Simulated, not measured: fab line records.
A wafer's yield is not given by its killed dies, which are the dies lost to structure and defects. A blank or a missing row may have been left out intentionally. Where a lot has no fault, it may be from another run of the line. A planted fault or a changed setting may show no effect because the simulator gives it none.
Matching of chambers / flow nandHarc / NHARC_P_M0_CMP_23 on cmp-04 has 4 sister chambers
The step polishes, t overpolish 20 s, target thk 117.54 nm. 18 wafers are shown with their chamber, then 9 later ones without.

## WAFERS PAIRED WITH THEIR CHAMBERS
wafer=L074.4; chamber=2; motorCurrentA (A)=12.8; timeToEndpointS (s)=35
wafer=L074.5; chamber=2; motorCurrentA (A)=12.9; timeToEndpointS (s)=33
wafer=L074.6; chamber=1; motorCurrentA (A)=13.1; timeToEndpointS (s)=27
wafer=L077.1; chamber=2; motorCurrentA (A)=13.1; timeToEndpointS (s)=33
wafer=L077.4; chamber=3; motorCurrentA (A)=13.8; timeToEndpointS (s)=29
wafer=L077.5; chamber=0; motorCurrentA (A)=11.3; timeToEndpointS (s)=32
wafer=L078.1; chamber=2; motorCurrentA (A)=12.2; timeToEndpointS (s)=30
wafer=L078.2; chamber=0; motorCurrentA (A)=10.9; timeToEndpointS (s)=27
wafer=L078.3; chamber=3; motorCurrentA (A)=12.6; timeToEndpointS (s)=29
wafer=L078.4; chamber=1; motorCurrentA (A)=12.1; timeToEndpointS (s)=26
wafer=L078.5; chamber=2; motorCurrentA (A)=12.5; timeToEndpointS (s)=35
wafer=L078.6; chamber=1; motorCurrentA (A)=13.0; timeToEndpointS (s)=27
wafer=L087.3; chamber=1; motorCurrentA (A)=13.0; timeToEndpointS (s)=28
wafer=L087.4; chamber=3; motorCurrentA (A)=13.3; timeToEndpointS (s)=30
wafer=L087.5; chamber=1; motorCurrentA (A)=13.2; timeToEndpointS (s)=27
wafer=L089.1; chamber=0; motorCurrentA (A)=11.1; timeToEndpointS (s)=35
wafer=L089.4; chamber=2; motorCurrentA (A)=12.6; timeToEndpointS (s)=34
wafer=L089.5; chamber=0; motorCurrentA (A)=11.2; timeToEndpointS (s)=35

SIGNATURES (averages over the wafers above)
reading=motorCurrentA; chamber 0=11.125; chamber 1=12.880; chamber 2=12.683; chamber 3=13.233; scatter within a chamber=0.388
reading=timeToEndpointS; chamber 0=32.25; chamber 1=27.00; chamber 2=33.33; chamber 3=29.33; scatter within a chamber=2.12
Rule: distance of a wafer from a chamber = root of the sum over the readings of ((wafer's reading minus chamber's mean) / reading's scatter) squared. If the next closest chamber is less than 2 further off than the closest, the wafer can't be placed; otherwise it belongs to the closest. The scatter: the root of (the sum of the squares of (reading less its chamber's mean) over the shown wafers, divided by (wafers less chambers)).

## WAFERS WITH NO CHAMBER GIVEN
wafer=L090.1; motorCurrentA (A)=12.5; timeToEndpointS (s)=23
wafer=L090.4; motorCurrentA (A)=13.0; timeToEndpointS (s)=30
wafer=L090.5; motorCurrentA (A)=11.8; timeToEndpointS (s)=30
wafer=L091.2; motorCurrentA (A)=12.3; timeToEndpointS (s)=32
wafer=L091.4; motorCurrentA (A)=10.9; timeToEndpointS (s)=35
wafer=L091.6; motorCurrentA (A)=13.0; timeToEndpointS (s)=32
wafer=L092.1; motorCurrentA (A)=12.7; timeToEndpointS (s)=28
wafer=L092.4; motorCurrentA (A)=12.6; timeToEndpointS (s)=33
wafer=L092.6; motorCurrentA (A)=13.0; timeToEndpointS (s)=26

## EACH ONE'S CHAMBER
wafer=L090.1; from the rows above=can't be placed: 1 or 3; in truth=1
wafer=L090.4; from the rows above=can't be placed: 3 or 1 or 2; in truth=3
wafer=L090.5; from the rows above=can't be placed: 0 or 2 or 1 or 3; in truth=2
wafer=L091.2; from the rows above=can't be placed: 2 or 3 or 1 or 0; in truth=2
wafer=L091.4; from the rows above=0; in truth=0
wafer=L091.6; from the rows above=can't be placed: 2 or 3 or 1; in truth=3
wafer=L092.1; from the rows above=can't be placed: 1 or 3 or 2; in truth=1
wafer=L092.4; from the rows above=2; in truth=2
wafer=L092.6; from the rows above=can't be placed: 1 or 3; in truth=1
Correctly placed: 2 of 9. Not placeable from these rows: 7 (in 7, the candidates include the true chamber). Number placed wrongly: 0.
